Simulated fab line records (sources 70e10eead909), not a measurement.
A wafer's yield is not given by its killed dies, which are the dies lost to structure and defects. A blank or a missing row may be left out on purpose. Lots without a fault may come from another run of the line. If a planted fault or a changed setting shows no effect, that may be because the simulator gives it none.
fab line records | flow nand_harc | part 2 of 2: steps 5 to 6 of 6
[record] lots = 24 | wafers = 72 | last_day = 33
route steps=1302 shown A_CONTACT@1042
lots untouched by any fault: they come from a run of this same line in which no faults occurred
start_h: start of the lot's first displayed wafer, in hours after the record's first day | wait_h: hours from the lot's prior step to this one | " identical to the entry in the row above | L1.1+2: a single row standing in for several wafers | - no value, or no start was given | * or withheld: withheld | < > ~ a bound
route shown NAME@n: a module of which the file shows steps, and the number in the route of the first | usual: average and standard deviation across the fault-free wafers | same: alike in all rows | chamber/n: place in a boat | sites: readings site by site | _std_site: their standard deviation | _edge_site: mean of outer sites minus mean of inner sites | radius_mm: how far each site lies from the wafer's centre | mask NAME#n: copy n | behind: the last tool/chamber to shape the wafer | hold: cause of the lot's hold/its duration in hours/its outcome | device: whichever transistor did not switch (one of n, p or np) | end of line: tests run on the same wafers once the route is complete | a step without rows: its recipe alone | killed: at the first sort, the dies lost to defects and structure; wafer yield is something else | map: the dies of a wafer, with x for killed, . for not killed, _ for no die there
set.NAME: the setting the step ran with; set.NAME@STEP: the setting that earlier step ran with | model.NAME: the simulator's own value behind a step, which no gauge read
the route's steps for a sample of lots (tables are steps, rows are wafers)
services: the hour from which a tool's chamber was out of use, counted from the record's first day as start_h (under 0 if before that day), plus the number of hours and why
[[steps]]
[step NHARC_A_CONTACT_CD_MEAS_80]
[usual] cd_nm = 289.3/0.87
lot.wafer | tool      | chamber | start_h | wait_h | cd_nm
L074.1    | cd_sem-02 | -       | 515.88  | -      | 290.0
L074.2    | "         | -       | "       | "      | 289.2
L074.5    | "         | -       | "       | "      | 288.8
L075.1    | cd_sem-03 | -       | 520.89  | -      | 290.6
L075.4    | "         | -       | "       | "      | 289.6
L075.6    | "         | -       | "       | "      | 289.8
L078.1    | cd_sem-03 | -       | 532.91  | -      | 288.7
L078.2    | "         | -       | "       | "      | 289.8
L078.6    | "         | -       | "       | "      | 289.4
L076.2    | cd_sem-01 | -       | 533.90  | -      | 288.2
L076.3    | "         | -       | "       | "      | 289.8
L076.4    | "         | -       | "       | "      | 289.4
L077.1    | cd_sem-01 | -       | 543.89  | -      | 288.8
L077.2    | "         | -       | "       | "      | 288.4
L077.3    | "         | -       | "       | "      | 288.6
L079.2    | cd_sem-01 | -       | 570.42  | -      | 291.2
L079.5    | "         | -       | "       | "      | 290.5
L079.6    | "         | -       | "       | "      | 290.7
L080.1    | cd_sem-02 | -       | 581.07  | -      | 288.7
L080.2    | "         | -       | "       | "      | 288.7
L080.4    | "         | -       | "       | "      | 289.5
L081.1    | cd_sem-01 | -       | 582.72  | -      | 287.3
L081.3    | "         | -       | "       | "      | 287.1
L081.5    | "         | -       | "       | "      | 287.6
L082.2    | cd_sem-01 | -       | 597.67  | -      | 290.4
L082.4    | "         | -       | "       | "      | 290.0
L082.5    | "         | -       | "       | "      | 289.5
L083.1    | cd_sem-02 | -       | 604.28  | -      | 288.9
L083.2    | "         | -       | "       | "      | 288.3
L083.4    | "         | -       | "       | "      | 288.7
L084.1    | cd_sem-01 | -       | 624.12  | -      | 289.6
L084.4    | "         | -       | "       | "      | 289.6
L084.6    | "         | -       | "       | "      | 288.9
L087.2    | cd_sem-03 | -       | 628.67  | -      | 290.1
L087.5    | "         | -       | "       | "      | 290.1
L087.6    | "         | -       | "       | "      | 290.7
L085.1    | cd_sem-01 | -       | 633.61  | -      | 289.5
L085.2    | "         | -       | "       | "      | 289.1
L085.5    | "         | -       | "       | "      | 289.9
L086.1    | cd_sem-01 | -       | 636.30  | -      | 289.0
L086.2    | "         | -       | "       | "      | 289.5
L086.5    | "         | -       | "       | "      | 289.5
L088.3    | cd_sem-02 | -       | 652.52  | -      | 290.4
L088.5    | "         | -       | "       | "      | 290.4
L088.6    | "         | -       | "       | "      | 289.6
L089.2    | cd_sem-01 | -       | 654.44  | -      | 288.8
L089.4    | "         | -       | "       | "      | 288.4
L089.5    | "         | -       | "       | "      | 288.7
L090.2    | cd_sem-03 | -       | 674.64  | -      | 289.1
L090.5    | "         | -       | "       | "      | 289.8
L090.6    | "         | -       | "       | "      | 289.2
L092.1    | cd_sem-01 | -       | 678.25  | -      | 290.5
L092.4    | "         | -       | "       | "      | 290.0
L092.6    | "         | -       | "       | "      | 289.5
L091.1    | cd_sem-03 | -       | 698.59  | -      | 290.7
L091.2    | "         | -       | "       | "      | 291.2
L091.3    | "         | -       | "       | "      | 290.9
L093.4    | cd_sem-01 | -       | 707.79  | -      | 288.0
L093.5    | "         | -       | "       | "      | 288.8
L093.6    | "         | -       | "       | "      | 288.2
L095.3    | cd_sem-02 | -       | 713.96  | -      | 288.9
L095.4    | "         | -       | "       | "      | 290.3
L095.5    | "         | -       | "       | "      | 289.7
L094.1    | cd_sem-02 | -       | 715.28  | -      | 289.1
L094.3    | "         | -       | "       | "      | 288.6
L094.6    | "         | -       | "       | "      | 289.5
L096.1    | cd_sem-02 | -       | 728.92  | -      | 290.0
L096.4    | "         | -       | "       | "      | 289.8
L096.6    | "         | -       | "       | "      | 289.8
L097.3    | cd_sem-02 | -       | 729.62  | -      | 290.7
L097.4    | "         | -       | "       | "      | 289.8
L097.6    | "         | -       | "       | "      | 289.1
[step NHARC_A_CONTACT_ETCH_31]
[recipe] target_depth_a = 28000 | over_etch_frac = 0.3 | time_s = 728 | ion_energy_ev = 150 | o2_flow_sccm = 400 | cos_flow_sccm = 20 | ar_flow_sccm = 0 | rf_w = 500 | bias_w = 300 | chemistry = O2/COS
[usual] bias_w = 300.0/0.9 | drypump_motor_current_A = 5.8/0.57 | oes_product_au = 1.002/0.0091 | rf_fwd_power_W = 499.5/1.5 | rf_vpp_V = 313.5/1.8 | showerhead_plenum_p_Torr = 3.07/0.11 | throttle_valve_pct = 28.330/0.0092
[same] over_etch_frac = 0.3 | time_s = 728
lot.wafer | tool        | chamber | start_h | wait_h | bias_w | drypump_motor_current_A | oes_product_au | rf_fwd_power_W | rf_hours_counter_h | rf_vpp_V | showerhead_plenum_p_Torr | throttle_valve_pct
L074.1    | rie_diel-03 | 1       | -       | -      | 300.4  | 5.7                     | 0.989          | 499.6          | 11                 | 311.1    | 2.97                     | 28.342
L074.2    | "           | 2       | "       | "      | 299.6  | 5.4                     | 0.999          | 500.0          | 13                 | 314.2    | 3.24                     | 28.345
L074.5    | "           | 0       | "       | "      | 299.7  | 5.9                     | 1.005          | 499.7          | -                  | 311.0    | 2.93                     | 28.323
L075.4    | rie_diel-11 | 3       | -       | -      | 300.0  | 5.2                     | 0.999          | 499.3          | 19                 | 316.5    | 3.24                     | 28.328
L075.1    | "           | 0       | "       | "      | 300.0  | 6.0                     | 1.001          | 498.9          | 13                 | 313.4    | 3.07                     | 28.317
L075.6    | "           | 2       | "       | "      | 300.5  | 6.7                     | 1.001          | 500.6          | -                  | 311.3    | 2.92                     | 28.327
L078.1    | rie_diel-03 | 3       | -       | -      | 300.5  | 5.9                     | 1.005          | 501.0          | 20                 | 315.7    | 3.23                     | 28.336
L078.2    | "           | 0       | "       | "      | 299.3  | 6.0                     | 1.008          | 500.2          | 19                 | 311.8    | 2.93                     | 28.327
L078.6    | "           | 3       | "       | "      | 300.2  | 5.9                     | 0.995          | 499.7          | -                  | 315.7    | 3.23                     | 28.325
L076.3    | rie_diel-11 | 1       | -       | -      | 299.0  | 5.3                     | 0.988          | 498.7          | 17                 | 313.3    | 3.08                     | 28.330
L076.4    | "           | 3       | "       | "      | 298.2  | 5.2                     | 1.004          | 499.5          | 22                 | 314.9    | 3.24                     | 28.330
L076.2    | "           | 0       | "       | "      | 300.5  | 6.0                     | 0.998          | 498.6          | 15                 | 314.6    | 3.07                     | 28.327
L077.2    | rie_diel-11 | 2       | -       | -      | 299.5  | 6.7                     | 1.001          | 498.5          | 20                 | 311.3    | 2.92                     | 28.320
L077.1    | "           | 3       | "       | "      | 300.2  | 5.2                     | 0.999          | 500.8          | 24                 | 315.7    | 3.24                     | 28.340
L077.3    | "           | 1       | "       | "      | 298.7  | 5.3                     | 0.989          | 500.9          | 18                 | 314.0    | 3.08                     | 28.314
L079.2    | rie_diel-11 | 3       | -       | -      | 301.0  | 5.1                     | 1.010          | 498.0          | 29                 | 316.1    | 3.23                     | 28.321
L079.5    | "           | 2       | "       | "      | 298.1  | 6.7                     | 1.004          | 502.1          | -                  | 312.2    | 2.92                     | 28.327
L079.6    | "           | 3       | "       | "      | 299.8  | 5.1                     | 1.003          | 498.5          | -                  | 314.8    | 3.23                     | 28.341
L080.2    | rie_diel-11 | 0       | -       | -      | 300.5  | 6.1                     | 1.005          | 502.3          | 22                 | 313.4    | 3.07                     | 28.331
L080.1    | "           | 1       | "       | "      | 299.7  | 5.3                     | 0.994          | 498.5          | 23                 | 313.2    | 3.08                     | 28.330
L080.4    | "           | 3       | "       | "      | 301.1  | 5.2                     | 0.998          | 501.4          | 30                 | 316.0    | 3.23                     | 28.328
L081.1    | rie_diel-11 | 3       | -       | -      | 300.3  | 5.2                     | 1.007          | 498.5          | 30                 | 315.9    | 3.23                     | 28.324
L081.3    | "           | 1       | "       | "      | 299.9  | 5.3                     | 0.998          | 499.7          | 24                 | 315.1    | 3.08                     | 28.321
L081.5    | "           | 3       | "       | "      | 301.1  | 5.2                     | 1.005          | 496.9          | -                  | 316.5    | 3.23                     | 28.332
L082.2    | rie_diel-11 | 3       | -       | -      | 298.6  | 5.2                     | 1.000          | 500.4          | 32                 | 317.0    | 3.23                     | 28.330
L082.4    | "           | 1       | "       | "      | 299.3  | 5.4                     | 0.994          | 499.7          | 26                 | 312.5    | 3.08                     | 28.329
L082.5    | "           | 3       | "       | "      | 299.7  | 5.2                     | 0.991          | 500.8          | -                  | 316.5    | 3.23                     | 28.321
L083.4    | rie_diel-11 | 0       | -       | -      | 298.9  | 6.0                     | 0.998          | 497.7          | 26                 | 312.2    | 3.06                     | 28.356
L083.1    | "           | 1       | "       | "      | 299.7  | 5.3                     | 0.994          | 498.6          | 26                 | 313.0    | 3.08                     | 28.325
L083.2    | "           | 2       | "       | "      | 300.1  | 6.7                     | 0.991          | 499.9          | 29                 | 310.8    | 2.91                     | 28.332
L084.4    | rie_diel-03 | 2       | -       | -      | 300.0  | 5.4                     | 1.002          | 497.2          | 39                 | 315.8    | 3.22                     | 28.324
L084.1    | "           | 0       | "       | "      | 300.5  | 6.0                     | 1.011          | 501.7          | 41                 | 312.1    | 2.92                     | 28.336
L084.6    | "           | 2       | "       | "      | 299.8  | 5.4                     | 1.009          | 499.0          | -                  | 316.3    | 3.22                     | 28.323
L087.2    | rie_diel-11 | 0       | -       | -      | 299.6  | 6.0                     | 1.011          | 499.0          | 4                  | 312.7    | 3.06                     | 28.315
L087.5    | "           | 2       | "       | "      | 301.3  | 6.6                     | 1.003          | 499.5          | -                  | 312.6    | 2.91                     | 28.324
L087.6    | "           | 3       | "       | "      | 299.0  | 5.2                     | 1.001          | 495.9          | -                  | 316.3    | 3.23                     | 28.338
L085.1    | rie_diel-11 | 0       | -       | -      | 301.1  | 6.0                     | 1.000          | 498.1          | 8                  | 313.8    | 3.06                     | 28.330
L085.2    | "           | 2       | "       | "      | 300.7  | 6.6                     | 1.003          | 499.8          | 7                  | 310.1    | 2.91                     | 28.348
L085.5    | "           | 2       | "       | "      | 301.4  | 6.6                     | 1.018          | 498.5          | -                  | 312.4    | 2.91                     | 28.336
L086.2    | rie_diel-11 | 3       | -       | -      | 301.0  | 5.2                     | 1.016          | 496.4          | 5                  | 315.1    | 3.23                     | 28.348
L086.1    | "           | 0       | "       | "      | 298.4  | 6.0                     | 1.014          | 499.5          | 9                  | 312.6    | 3.06                     | 28.327
L086.5    | "           | 2       | "       | "      | 300.9  | 6.7                     | 1.010          | 499.8          | -                  | 311.0    | 2.91                     | 28.340
L088.3    | rie_diel-11 | 1       | -       | -      | 300.4  | 5.4                     | 1.001          | 500.8          | 3                  | 314.7    | 3.08                     | 28.320
L088.5    | "           | 0       | "       | "      | 299.0  | 6.0                     | 0.994          | 498.5          | -                  | 313.9    | 3.06                     | 28.322
L088.6    | "           | 1       | "       | "      | 300.3  | 5.3                     | 0.994          | 501.9          | -                  | 315.1    | 3.08                     | 28.336
L089.2    | rie_diel-10 | 2       | -       | -      | 299.8  | 6.1                     | 0.991          | 500.3          | 23                 | 315.6    | 3.27                     | 28.337
L089.4    | "           | 0       | "       | "      | 299.0  | 5.4                     | 0.989          | 498.3          | 21                 | 313.0    | 3.10                     | 28.314
L089.5    | "           | 2       | "       | "      | 299.9  | 6.1                     | 0.990          | 499.6          | -                  | 316.9    | 3.27                     | 28.332
L090.2    | rie_diel-11 | 2       | -       | -      | 300.4  | 6.7                     | 1.024          | 498.6          | 15                 | 311.5    | 2.91                     | 28.332
L090.6    | "           | 1       | "       | "      | 300.1  | 5.3                     | 0.986          | 501.5          | -                  | 314.9    | 3.08                     | 28.339
L090.5    | "           | 2       | "       | "      | 300.4  | 6.6                     | 1.024          | 499.2          | -                  | 311.0    | 2.91                     | 28.328
L092.1    | rie_diel-11 | 1       | -       | -      | 298.8  | 5.3                     | 0.996          | 500.3          | 9                  | 312.8    | 3.08                     | 28.336
L092.4    | "           | 3       | "       | "      | 299.8  | 5.2                     | 1.003          | 500.7          | 14                 | 315.1    | 3.22                     | 28.328
L092.6    | "           | 2       | "       | "      | 299.4  | 6.6                     | 1.013          | 499.3          | -                  | 311.7    | 2.91                     | 28.313
L091.3    | rie_diel-11 | 1       | -       | -      | 299.6  | 5.3                     | 0.996          | 498.2          | 14                 | 313.8    | 3.07                     | 28.336
L091.1    | "           | 2       | "       | "      | 299.7  | 6.7                     | 1.024          | 499.8          | 21                 | 311.6    | 2.90                     | 28.331
L091.2    | "           | 3       | "       | "      | 300.2  | 5.2                     | 1.008          | 498.2          | 18                 | 315.5    | 3.22                     | 28.322
L093.4    | rie_diel-11 | 3       | -       | -      | 299.2  | 5.2                     | 1.008          | 499.2          | 21                 | 317.1    | 3.22                     | 28.345
L093.6    | "           | 0       | "       | "      | 300.8  | 6.0                     | 0.997          | 497.7          | -                  | 313.3    | 3.05                     | 28.333
L093.5    | "           | 1       | "       | "      | 300.3  | 5.3                     | 0.998          | 497.9          | -                  | 313.3    | 3.07                     | 28.347
L095.4    | rie_diel-11 | 0       | -       | -      | 298.9  | 6.0                     | 1.012          | 500.9          | 25                 | 312.8    | 3.05                     | 28.341
L095.3    | "           | 2       | "       | "      | 299.6  | 6.7                     | 1.013          | 499.5          | 25                 | 311.3    | 2.90                     | 28.330
L095.5    | "           | 0       | "       | "      | 299.7  | 6.0                     | 1.001          | 499.1          | -                  | 313.3    | 3.05                     | 28.334
L094.3    | rie_diel-10 | 0       | -       | -      | 300.2  | 5.5                     | 0.996          | 500.7          | 39                 | 313.1    | 3.09                     | 28.330
L094.1    | "           | 2       | "       | "      | 300.8  | 6.1                     | 1.000          | 501.3          | 48                 | 316.9    | 3.26                     | 28.328
L094.6    | "           | 3       | "       | "      | 300.7  | 4.7                     | 1.009          | 499.6          | -                  | 313.0    | 3.05                     | 28.335
L096.4    | rie_diel-11 | 0       | -       | -      | 299.6  | 6.0                     | 1.010          | 500.6          | 27                 | 313.5    | 3.05                     | 28.355
L096.1    | "           | 1       | "       | "      | 300.1  | 5.3                     | 0.990          | 500.3          | 19                 | 313.8    | 3.07                     | 28.332
L096.6    | "           | 0       | "       | "      | 301.1  | 6.0                     | 1.002          | 500.0          | -                  | 313.9    | 3.05                     | 28.332
L097.3    | rie_diel-10 | 0       | -       | -      | 297.6  | 5.5                     | 0.986          | 503.4          | 43                 | 313.9    | 3.09                     | 28.310
L097.4    | "           | 2       | "       | "      | 299.4  | 6.1                     | 0.990          | 496.4          | 52                 | 317.1    | 3.25                     | 28.340
L097.6    | "           | 0       | "       | "      | 298.5  | 5.4                     | 0.994          | 500.7          | -                  | 313.6    | 3.09                     | 28.345
[[services]]
tool            | chamber | start_h | hours | kind
rie_diel-11     | 0       | 490.54  | -     | clean
rie_diel-11     | 1       | 490.54  | -     | clean
rie_diel-11     | 2       | 490.54  | -     | clean
rie_diel-11     | 3       | 490.54  | -     | clean
rie_diel-11     | 0       | 492.04  | 19.1  | repair
har_cap_etch-01 | -       | 498.91  | 17.0  | pm
rie_diel-10     | 1       | 506.13  | 3.3   | repair
rie_diel-11     | 0       | 515.04  | -     | clean
rie_diel-11     | 1       | 515.04  | -     | clean
rie_diel-11     | 2       | 515.04  | -     | clean
rie_diel-11     | 3       | 515.04  | -     | clean
har_cap_etch-02 | -       | 517.24  | 0.6   | repair
rie_diel-11     | 0       | 539.69  | -     | clean
rie_diel-11     | 1       | 539.69  | -     | clean
rie_diel-11     | 2       | 539.69  | -     | clean
rie_diel-11     | 3       | 539.69  | -     | clean
rie_diel-11     | 1       | 543.25  | 4.5   | repair
rie_diel-10     | 3       | 552.44  | 4.8   | repair
rie_diel-10     | 1       | 565.58  | 7.9   | repair
rie_diel-10     | -       | 596.61  | 9.0   | pm
rie_diel-11     | -       | 610.24  | 9.0   | pm
rie_diel-03     | -       | 628.03  | 1.5   | repair
rie_diel-11     | 3       | 635.16  | 5.8   | repair
rie_diel-03     | -       | 636.60  | 9.0   | pm
